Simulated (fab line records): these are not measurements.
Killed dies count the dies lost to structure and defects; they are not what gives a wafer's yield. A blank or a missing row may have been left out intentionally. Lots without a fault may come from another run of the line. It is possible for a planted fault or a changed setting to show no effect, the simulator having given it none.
Which tool was responsible? / flow n5_finfet / 9 lots, 27 wafers sampled, at 5 steps of a route of 1938

== WHAT THE GAUGES READ, wafer by wafer ==
N5_BEOL_M4_RC_MEAS_101. Usual: DIBL_N 35.8 mV/V, standard deviation 1.6; DIBL_P 36.0 mV/V, standard deviation 2.1; IOFF_N 0.153 nA/um, standard deviation 0.026; IOFF_P 0.21 nA/um, standard deviation 0.037; ION_N 673 uA/um, standard deviation 11; ION_P 462 uA/um, standard deviation 7.6; SS_N 71.4 mV/dec, standard deviation 0.53; SS_P 73.2 mV/dec, standard deviation 0.67; VT_N 250 mV, standard deviation 3.2; VT_P -250 mV, standard deviation 3.7.
lot=L390; measured=day 8 23:57; on=prober-01; DIBL_N (mV/V)=36.7 37.7 35.7; DIBL_P (mV/V)=38.9 40.2 37.7; IOFF_N (nA/um)=0.176 0.201 0.146; IOFF_P (nA/um)=0.28 0.32 0.26; ION_N (uA/um)=693 682 673; ION_P (uA/um)=472 477 470; SS_N (mV/dec)=71.4 72.1 71.0; SS_P (mV/dec)=74.1 74.1 73.2; VT_N (mV)=250 246 252; VT_P (mV)=-243 -240 -244; flag=
lot=L394; measured=day 9 15:37; on=prober-02; DIBL_N (mV/V)=37.0 35.2 35.6; DIBL_P (mV/V)=38.7 35.6 36.5; IOFF_N (nA/um)=0.192 0.153 0.159; IOFF_P (nA/um)=0.25 0.20 0.21; ION_N (uA/um)=690 680 670; ION_P (uA/um)=467 464 463; SS_N (mV/dec)=71.4 71.2 71.8; SS_P (mV/dec)=73.6 73.2 72.8; VT_N (mV)=248 250 252; VT_P (mV)=-247 -253 -250; flag=
lot=L397; measured=day 10 08:57; on=prober-01; DIBL_N (mV/V)=35.2 35.3 36.4; DIBL_P (mV/V)=35.2 35.7 37.6; IOFF_N (nA/um)=0.136 0.153 0.168; IOFF_P (nA/um)=0.18 0.20 0.22; ION_N (uA/um)=671 688 688; ION_P (uA/um)=462 468 469; SS_N (mV/dec)=71.4 70.8 71.9; SS_P (mV/dec)=73.4 72.8 72.6; VT_N (mV)=250 249 246; VT_P (mV)=-252 -249 -248; flag=
lot=L401; measured=day 11 11:49; on=prober-01; DIBL_N (mV/V)=34.2 34.2 35.0; DIBL_P (mV/V)=35.2 34.9 35.9; IOFF_N (nA/um)=0.139 0.136 0.168; IOFF_P (nA/um)=0.20 0.21 0.23; ION_N (uA/um)=672 676 678; ION_P (uA/um)=467 472 466; SS_N (mV/dec)=71.2 71.8 71.3; SS_P (mV/dec)=72.5 72.8 73.4; VT_N (mV)=252 253 247; VT_P (mV)=-251 -248 -249; flag=
lot=L402; measured=day 11 09:40; on=prober-02; DIBL_N (mV/V)=38.2 36.9 35.5; DIBL_P (mV/V)=38.4 36.4 36.7; IOFF_N (nA/um)=0.195 0.161 0.151; IOFF_P (nA/um)=0.25 0.22 0.23; ION_N (uA/um)=687 676 679; ION_P (uA/um)=470 463 468; SS_N (mV/dec)=71.4 71.7 71.4; SS_P (mV/dec)=74.1 73.1 73.3; VT_N (mV)=247 248 249; VT_P (mV)=-247 -247 -247; flag=
lot=L408; measured=day 12 21:25; on=prober-02; DIBL_N (mV/V)=33.9 35.2 35.8; DIBL_P (mV/V)=35.1 36.3 37.1; IOFF_N (nA/um)=0.132 0.166 0.180; IOFF_P (nA/um)=0.19 0.23 0.23; ION_N (uA/um)=653 668 679; ION_P (uA/um)=463 466 460; SS_N (mV/dec)=70.9 71.8 72.2; SS_P (mV/dec)=73.0 73.2 73.5; VT_N (mV)=254 248 249; VT_P (mV)=-250 -246 -246; flag=
lot=L409; measured=day 13 14:24; on=prober-02; DIBL_N (mV/V)=37.5 38.3 38.3; DIBL_P (mV/V)=38.2 39.0 38.8; IOFF_N (nA/um)=0.154 0.155 0.166; IOFF_P (nA/um)=0.21 0.24 0.22; ION_N (uA/um)=663 666 672; ION_P (uA/um)=458 469 458; SS_N (mV/dec)=71.6 71.8 71.5; SS_P (mV/dec)=73.6 74.3 73.8; VT_N (mV)=251 252 248; VT_P (mV)=-251 -250 -249; flag=
lot=L410; measured=day 13 14:36; on=prober-01; DIBL_N (mV/V)=33.2 34.2 37.3; DIBL_P (mV/V)=32.0 32.8 37.4; IOFF_N (nA/um)=0.110 0.116 0.187; IOFF_P (nA/um)=0.15 0.15 0.24; ION_N (uA/um)=664 662 683; ION_P (uA/um)=457 458 467; SS_N (mV/dec)=70.9 71.0 71.0; SS_P (mV/dec)=71.6 72.4 73.3; VT_N (mV)=256 253 246; VT_P (mV)=-254 -256 -250; flag=
lot=L411; measured=day 13 18:08; on=prober-01; DIBL_N (mV/V)=38.3 34.6 35.0; DIBL_P (mV/V)=36.3 32.5 33.8; IOFF_N (nA/um)=0.182 0.124 0.136; IOFF_P (nA/um)=0.21 0.17 0.18; ION_N (uA/um)=675 668 665; ION_P (uA/um)=454 456 461; SS_N (mV/dec)=71.5 71.3 71.1; SS_P (mV/dec)=73.9 72.6 73.1; VT_N (mV)=248 254 249; VT_P (mV)=-251 -253 -253; flag=

== TOOL THAT RAN EACH LOT (tool first, then ch and the chambers of the sampled wafers, then the start) ==
lot=L390; N5_HKMG_FIN_ETCH_35=rie_diel-05 ch 0,1, day 4 16:27; N5_HKMG_FIN_STRIP_90=rie_diel-05 ch 0,1, day 4 19:05; N5_HKMG_FIN_ETCHBACK_68=rie_metal-03 ch 0,1, day 4 19:15; N5_HKMG_FIN_W_FILL_22=cvd_w-02 ch 0,1, day 4 20:22
lot=L394; N5_HKMG_FIN_ETCH_35=rie_diel-01 ch 0,1,3, day 5 20:43; N5_HKMG_FIN_STRIP_90=rie_diel-05 ch 0,3, day 5 22:59; N5_HKMG_FIN_ETCHBACK_68=rie_metal-02 ch 0,1, day 5 23:08; N5_HKMG_FIN_W_FILL_22=cvd_w-02 ch 1, day 6 00:05
lot=L397; N5_HKMG_FIN_ETCH_35=rie_diel-01 ch 0,2,3, day 6 11:38; N5_HKMG_FIN_STRIP_90=rie_diel-01 ch 0,1,2, day 6 13:48; N5_HKMG_FIN_ETCHBACK_68=rie_metal-03 ch 0,1, day 6 13:58; N5_HKMG_FIN_W_FILL_22=cvd_w-01 ch 0,1, day 6 14:55
lot=L401; N5_HKMG_FIN_ETCH_35=rie_diel-06 ch 1,2,3, day 7 10:23; N5_HKMG_FIN_STRIP_90=rie_diel-05 ch 0,1,3, day 7 12:35; N5_HKMG_FIN_ETCHBACK_68=rie_metal-02 ch 0,1, day 7 12:45; N5_HKMG_FIN_W_FILL_22=cvd_w-01 ch 0,1, day 7 13:41
lot=L402; N5_HKMG_FIN_ETCH_35=rie_diel-05 ch 0,2, day 7 14:36; N5_HKMG_FIN_STRIP_90=rie_diel-05 ch 0,1,3, day 7 16:46; N5_HKMG_FIN_ETCHBACK_68=rie_metal-02 ch 0, day 7 16:55; N5_HKMG_FIN_W_FILL_22=cvd_w-02 ch 0, day 7 17:53
lot=L408; N5_HKMG_FIN_ETCH_35=rie_diel-01 ch 0,2,3, day 9 04:21; N5_HKMG_FIN_STRIP_90=rie_diel-05 ch 1,2, day 9 06:30; N5_HKMG_FIN_ETCHBACK_68=rie_metal-02 ch 1, day 9 06:42; N5_HKMG_FIN_W_FILL_22=cvd_w-02 ch 0,1, day 9 07:44
lot=L409; N5_HKMG_FIN_ETCH_35=rie_diel-01 ch 0,2,3, day 9 11:12; N5_HKMG_FIN_STRIP_90=rie_diel-01 ch 1,2,3, day 9 13:22; N5_HKMG_FIN_ETCHBACK_68=rie_metal-01 ch 0,1, day 9 13:32; N5_HKMG_FIN_W_FILL_22=cvd_w-02 ch 0,1, day 9 14:29
lot=L410; N5_HKMG_FIN_ETCH_35=rie_diel-01 ch 0,1,3, day 9 15:30; N5_HKMG_FIN_STRIP_90=rie_diel-05 ch 0,2,3, day 9 17:41; N5_HKMG_FIN_ETCHBACK_68=rie_metal-01 ch 0,1, day 9 17:52; N5_HKMG_FIN_W_FILL_22=cvd_w-01 ch 0,1, day 9 18:49
lot=L411; N5_HKMG_FIN_ETCH_35=rie_diel-06 ch 1,3, day 9 23:52; N5_HKMG_FIN_STRIP_90=rie_diel-01 ch 0,1, day 10 02:25; N5_HKMG_FIN_ETCHBACK_68=rie_metal-03 ch 0,1, day 10 02:35; N5_HKMG_FIN_W_FILL_22=cvd_w-01 ch 0,1, day 10 03:32
- N5_HKMG_FIN_ETCH_35: etches SOC in N2/H2, target depth 215.8 nm, time 243.4 s.
- N5_HKMG_FIN_STRIP_90: strips SOC in N2/H2, time 20 s.
- N5_HKMG_FIN_ETCHBACK_68: etches the open film in Cl2/Ar, stops on HfO2, target depth 0.5 nm.
- N5_HKMG_FIN_W_FILL_22: material W, target thk 60 nm, time 18.2 s.

== WHAT THE TOOLS THEMSELVES READ (means of the sampled wafers that have a number; where no wafer has one, the mark that the record gives instead) ==
N5_HKMG_FIN_ETCH_35. Usual: drypump_motor_current_A 5.7 A, standard deviation 0.55; oes_product_au 0.78 a.u., standard deviation 0.076; rf_fwd_power_W 2991 W, standard deviation 9.8; rf_vpp_V 141.9 V, standard deviation 0.97; run_length_s 266.8 s, standard deviation 0.47; showerhead_plenum_p_Torr 2.57 Torr, standard deviation 0.074; throttle_valve_pct 17.87 %, standard deviation 0.22.
lot=L390; tool=rie_diel-05; drypump_motor_current_A (A)=6.3; oes_product_au (a.u.)=0.75; rf_fwd_power_W (W)=2986; rf_vpp_V (V)=142.1; run_length_s (s)=267.0; showerhead_plenum_p_Torr (Torr)=2.57; throttle_valve_pct (%)=17.89; flag=
lot=L394; tool=rie_diel-01; drypump_motor_current_A (A)=5.4; oes_product_au (a.u.)=0.76; rf_fwd_power_W (W)=3001; rf_vpp_V (V)=141.5; run_length_s (s)=266.1; showerhead_plenum_p_Torr (Torr)=2.53; throttle_valve_pct (%)=17.97; flag=
lot=L397; tool=rie_diel-01; drypump_motor_current_A (A)=5.5; oes_product_au (a.u.)=0.78; rf_fwd_power_W (W)=2998; rf_vpp_V (V)=141.7; run_length_s (s)=266.3; showerhead_plenum_p_Torr (Torr)=2.58; throttle_valve_pct (%)=17.96; flag=
lot=L401; tool=rie_diel-06; drypump_motor_current_A (A)=5.9; oes_product_au (a.u.)=0.73; rf_fwd_power_W (W)=2989; rf_vpp_V (V)=141.6; run_length_s (s)=267.2; showerhead_plenum_p_Torr (Torr)=2.56; throttle_valve_pct (%)=17.82; flag=
lot=L402; tool=rie_diel-05; drypump_motor_current_A (A)=6.1; oes_product_au (a.u.)=0.69; rf_fwd_power_W (W)=3002; rf_vpp_V (V)=141.5; run_length_s (s)=267.0; showerhead_plenum_p_Torr (Torr)=2.54; throttle_valve_pct (%)=17.97; flag=
lot=L408; tool=rie_diel-01; drypump_motor_current_A (A)=5.5; oes_product_au (a.u.)=0.75; rf_fwd_power_W (W)=-; rf_vpp_V (V)=141.8; run_length_s (s)=227.0; showerhead_plenum_p_Torr (Torr)=2.57; throttle_valve_pct (%)=18.00; flag=OFF
lot=L409; tool=rie_diel-01; drypump_motor_current_A (A)=5.5; oes_product_au (a.u.)=0.76; rf_fwd_power_W (W)=-; rf_vpp_V (V)=142.0; run_length_s (s)=227.0; showerhead_plenum_p_Torr (Torr)=2.57; throttle_valve_pct (%)=18.01; flag=OFF
lot=L410; tool=rie_diel-01; drypump_motor_current_A (A)=5.5; oes_product_au (a.u.)=0.81; rf_fwd_power_W (W)=-; rf_vpp_V (V)=142.4; run_length_s (s)=226.5; showerhead_plenum_p_Torr (Torr)=2.52; throttle_valve_pct (%)=17.88; flag=OFF
lot=L411; tool=rie_diel-06; drypump_motor_current_A (A)=5.6; oes_product_au (a.u.)=0.72; rf_fwd_power_W (W)=2987; rf_vpp_V (V)=141.5; run_length_s (s)=266.9; showerhead_plenum_p_Torr (Torr)=2.54; throttle_valve_pct (%)=17.91; flag=

N5_HKMG_FIN_STRIP_90. Usual: drypump_motor_current_A 5.7 A, standard deviation 0.53; oes_product_au 0.77 a.u., standard deviation 0.076; power_w 500.2 W, standard deviation 1.4; rf_fwd_power_W 497.2 W, standard deviation 1.8; rf_vpp_V 54.4 V, standard deviation 0.86; showerhead_plenum_p_Torr 3.43 Torr, standard deviation 0.1; throttle_valve_pct 19.0 %, standard deviation 0.32.
lot=L390; tool=rie_diel-05; drypump_motor_current_A (A)=6.1; oes_product_au (a.u.)=0.78; power_w (W)=498.4; rf_fwd_power_W (W)=496.0; rf_vpp_V (V)=55.1; showerhead_plenum_p_Torr (Torr)=3.47; throttle_valve_pct (%)=19.3; flag=
lot=L394; tool=rie_diel-05; drypump_motor_current_A (A)=6.0; oes_product_au (a.u.)=0.82; power_w (W)=499.5; rf_fwd_power_W (W)=496.9; rf_vpp_V (V)=53.6; showerhead_plenum_p_Torr (Torr)=3.47; throttle_valve_pct (%)=18.9; flag=
lot=L397; tool=rie_diel-01; drypump_motor_current_A (A)=5.8; oes_product_au (a.u.)=0.76; power_w (W)=499.5; rf_fwd_power_W (W)=497.2; rf_vpp_V (V)=54.8; showerhead_plenum_p_Torr (Torr)=3.35; throttle_valve_pct (%)=19.1; flag=
lot=L401; tool=rie_diel-05; drypump_motor_current_A (A)=6.0; oes_product_au (a.u.)=0.78; power_w (W)=500.8; rf_fwd_power_W (W)=496.9; rf_vpp_V (V)=54.5; showerhead_plenum_p_Torr (Torr)=3.46; throttle_valve_pct (%)=19.1; flag=
lot=L402; tool=rie_diel-05; drypump_motor_current_A (A)=6.0; oes_product_au (a.u.)=0.77; power_w (W)=499.2; rf_fwd_power_W (W)=498.1; rf_vpp_V (V)=55.0; showerhead_plenum_p_Torr (Torr)=3.46; throttle_valve_pct (%)=19.1; flag=
lot=L408; tool=rie_diel-05; drypump_motor_current_A (A)=5.3; oes_product_au (a.u.)=0.71; power_w (W)=498.9; rf_fwd_power_W (W)=496.4; rf_vpp_V (V)=53.9; showerhead_plenum_p_Torr (Torr)=3.49; throttle_valve_pct (%)=19.2; flag=
lot=L409; tool=rie_diel-01; drypump_motor_current_A (A)=5.8; oes_product_au (a.u.)=0.79; power_w (W)=501.7; rf_fwd_power_W (W)=498.2; rf_vpp_V (V)=54.3; showerhead_plenum_p_Torr (Torr)=3.40; throttle_valve_pct (%)=19.2; flag=
lot=L410; tool=rie_diel-05; drypump_motor_current_A (A)=5.8; oes_product_au (a.u.)=0.73; power_w (W)=499.4; rf_fwd_power_W (W)=498.5; rf_vpp_V (V)=53.9; showerhead_plenum_p_Torr (Torr)=3.43; throttle_valve_pct (%)=19.1; flag=
lot=L411; tool=rie_diel-01; drypump_motor_current_A (A)=5.4; oes_product_au (a.u.)=0.85; power_w (W)=500.4; rf_fwd_power_W (W)=497.9; rf_vpp_V (V)=54.1; showerhead_plenum_p_Torr (Torr)=3.26; throttle_valve_pct (%)=18.7; flag=

N5_HKMG_FIN_ETCHBACK_68. Usual: drypump_motor_current_A 5.5 A, standard deviation 0.39; oes_product_au 0.74 a.u., standard deviation 0.11; rf_fwd_power_W 596.5 W, standard deviation 2.4; throttle_valve_pct 20.87 %, standard deviation 0.16.
lot=L390; tool=rie_metal-03; drypump_motor_current_A (A)=5.9; oes_product_au (a.u.)=0.64; rf_fwd_power_W (W)=597.1; throttle_valve_pct (%)=21.01; flag=
lot=L394; tool=rie_metal-02; drypump_motor_current_A (A)=5.4; oes_product_au (a.u.)=0.76; rf_fwd_power_W (W)=593.5; throttle_valve_pct (%)=20.79; flag=
lot=L397; tool=rie_metal-03; drypump_motor_current_A (A)=5.7; oes_product_au (a.u.)=0.67; rf_fwd_power_W (W)=598.0; throttle_valve_pct (%)=20.96; flag=
lot=L401; tool=rie_metal-02; drypump_motor_current_A (A)=5.7; oes_product_au (a.u.)=0.67; rf_fwd_power_W (W)=594.8; throttle_valve_pct (%)=20.93; flag=
lot=L402; tool=rie_metal-02; drypump_motor_current_A (A)=6.0; oes_product_au (a.u.)=0.59; rf_fwd_power_W (W)=595.1; throttle_valve_pct (%)=21.06; flag=
lot=L408; tool=rie_metal-02; drypump_motor_current_A (A)=5.2; oes_product_au (a.u.)=0.81; rf_fwd_power_W (W)=593.0; throttle_valve_pct (%)=20.67; flag=
lot=L409; tool=rie_metal-01; drypump_motor_current_A (A)=5.2; oes_product_au (a.u.)=0.82; rf_fwd_power_W (W)=596.8; throttle_valve_pct (%)=20.82; flag=
lot=L410; tool=rie_metal-01; drypump_motor_current_A (A)=5.2; oes_product_au (a.u.)=0.78; rf_fwd_power_W (W)=597.0; throttle_valve_pct (%)=20.87; flag=
lot=L411; tool=rie_metal-03; drypump_motor_current_A (A)=5.7; oes_product_au (a.u.)=0.77; rf_fwd_power_W (W)=594.7; throttle_valve_pct (%)=20.78; flag=

N5_HKMG_FIN_W_FILL_22. Usual: heater_power_outer_w 572 W, standard deviation 52; heater_power_w 934 W, standard deviation 110; throttle_valve_pct 18.8 %, standard deviation 1.
lot=L390; tool=cvd_w-02; heater_power_outer_w (W)=595; heater_power_w (W)=950; throttle_valve_pct (%)=19.9; flag=
lot=L394; tool=cvd_w-02; heater_power_outer_w (W)=640; heater_power_w (W)=1038; throttle_valve_pct (%)=20.4; flag=
lot=L397; tool=cvd_w-01; heater_power_outer_w (W)=562; heater_power_w (W)=909; throttle_valve_pct (%)=17.8; flag=
lot=L401; tool=cvd_w-01; heater_power_outer_w (W)=584; heater_power_w (W)=985; throttle_valve_pct (%)=18.3; flag=
lot=L402; tool=cvd_w-02; heater_power_outer_w (W)=513; heater_power_w (W)=803; throttle_valve_pct (%)=19.0; flag=
lot=L408; tool=cvd_w-02; heater_power_outer_w (W)=593; heater_power_w (W)=950; throttle_valve_pct (%)=19.9; flag=
lot=L409; tool=cvd_w-02; heater_power_outer_w (W)=586; heater_power_w (W)=945; throttle_valve_pct (%)=20.2; flag=
lot=L410; tool=cvd_w-01; heater_power_outer_w (W)=556; heater_power_w (W)=909; throttle_valve_pct (%)=17.9; flag=
lot=L411; tool=cvd_w-01; heater_power_outer_w (W)=567; heater_power_w (W)=911; throttle_valve_pct (%)=18.0; flag=

== THE ANSWER, worked out from the rows above alone ==
Rule: lot off if the mean of its wafers having a number is beyond 3 standard deviations from the usual mean. Also off: a lot with no number at a reading for which 4 or more lots have one. Where the step has rows for the other lots, those lots are counted as sound. First the gauges in route order, then the tools' own readings, where a lot's mean is used as printed above. At the first step where some lot is off, the reading lying furthest off is the one used; lots without a number count as furthest.
Off: L408, L409, L410, at N5_HKMG_FIN_ETCH_35 (rf_fwd_power_W). Without a number there: L408, L409, L410.
A tool fits if, at that step or a process step before it, it ran every lot that is off, and no sound lot after the first of them. One candidate fits, namely rie_diel-01 at N5_HKMG_FIN_ETCH_35. Its last sound lot is L397 (day 6 11:38), its first lot that is off L408 (day 9 04:21): a fault that began between those two fits.
The tool's own readings at N5_HKMG_FIN_ETCH_35 bear it out: on the lots that are off they differ by more than 5 times the standard deviation of the sound lots' means. run_length_s reads 226.8 s there against 266.8 s on the sound lots.
Blank at N5_HKMG_FIN_ETCH_35 on the lots that are off, where sound lots have numbers: rf_fwd_power_W.

== WHAT THE SIMULATOR PUT IN ==
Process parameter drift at N5_HKMG_FIN_ETCH_35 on rie_diel-01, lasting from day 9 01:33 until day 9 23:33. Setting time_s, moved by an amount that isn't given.
Struck lots among those shown: L408, L409, L410. The rule given above showed the same thing.
